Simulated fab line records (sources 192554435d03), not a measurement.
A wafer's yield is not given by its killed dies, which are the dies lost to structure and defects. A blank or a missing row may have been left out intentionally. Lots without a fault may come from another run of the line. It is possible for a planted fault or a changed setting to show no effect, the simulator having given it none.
Which tool did it?	flow n5Finfet	6 lots, 18 wafers sampled, at 4 steps of a route of 1938

== WHAT THE GAUGES SHOWED, per wafer ==
N5_SD_EPI_P_INSPECT_26: inspects for defects (darkfield).
lot	measured	on	rawDefectCount
L456	day 4 10:08	defectInspect-02	135 165 174
L459	day 5 08:43	defectInspect-01	198 138 203
L461	day 5 17:35	defectInspect-02	155 120 141
L464	day 6 09:13	defectInspect-01	154 156 207
L471	day 8 06:48	defectInspect-02	388 364 334
L475	day 9 05:53	defectInspect-02	175 201 149

== EACH LOT AND THE TOOL THAT RAN IT (in order: tool; ch and the chambers of the sampled wafers; start) ==
lot	N5_SD_EPI_P_ETCH_16	N5_SD_EPI_P_STRIP_40	N5_SD_EPI_P_EPI_21
L456	rieDiel-05 ch 0,2,3, day 4 06:11	plasmaAsher-01 ch 0,1, day 4 06:24	epiRpcvd-02 ch 0, day 4 07:02
L459	rieDiel-02 ch 1,3, day 5 04:47	plasmaAsher-02 ch 0,1, day 5 04:59	epiRpcvd-03 ch 0, day 5 05:38
L461	rieDiel-04 ch 1,2,3, day 5 13:38	plasmaAsher-01 ch 0,1, day 5 13:53	epiRpcvd-04 ch 0, day 5 15:27
L464	rieDiel-04 ch 0,1,2, day 6 06:03	plasmaAsher-01 ch 0,1, day 6 06:20	epiRpcvd-04 ch 0, day 6 07:13
L471	rieDiel-02 ch 1,2, day 8 01:43	plasmaAsher-02 ch 0,1, day 8 01:56	epiRpcvd-03 ch 0, day 8 03:22
L475	rieDiel-02 ch 0,1, day 9 02:47	plasmaAsher-01 ch 0,1, day 9 03:00	epiRpcvd-02 ch 0, day 9 03:53
- N5_SD_EPI_P_ETCH_16: etches SiO2 in CHF3/O2, target depth 5 nm.
- N5_SD_EPI_P_STRIP_40: strips in N2/H2.
- N5_SD_EPI_P_EPI_21: deposits SiGe:B, time 355 s.

== THE ANSWER, worked out from the rows above alone ==
Rule: the usual values come from the lots themselves. Put in order of their means at a reading, lots are off if they are a third of the lots or fewer, leave a main group of 4 or more, and stand apart from it by a gap of 3 or more times the standard deviation of the main group's means; of several such gaps the widest counts. Not used: any main group whose means are identical at the precision the tables above print for the reading. A lot without any number at a reading at which 4 lots or more have one is off too. The other lots that the step has rows for count as sound.
Off: L471, at N5_SD_EPI_P_INSPECT_26 (rawDefectCount). Mean 165 and standard deviation 15 in the main group.
If a tool, at a process step before that reading, ran all the lots that are off and no sound lot after the first of them, it fits. Those tools and the gauges at N5_SD_EPI_P_INSPECT_26 are tried in the same way. Can't be told from this: 2 tools fit, plasmaAsher-02 at N5_SD_EPI_P_STRIP_40, epiRpcvd-03 at N5_SD_EPI_P_EPI_21.

== WHAT HAD BEEN PUT IN BY THE SIMULATOR ==
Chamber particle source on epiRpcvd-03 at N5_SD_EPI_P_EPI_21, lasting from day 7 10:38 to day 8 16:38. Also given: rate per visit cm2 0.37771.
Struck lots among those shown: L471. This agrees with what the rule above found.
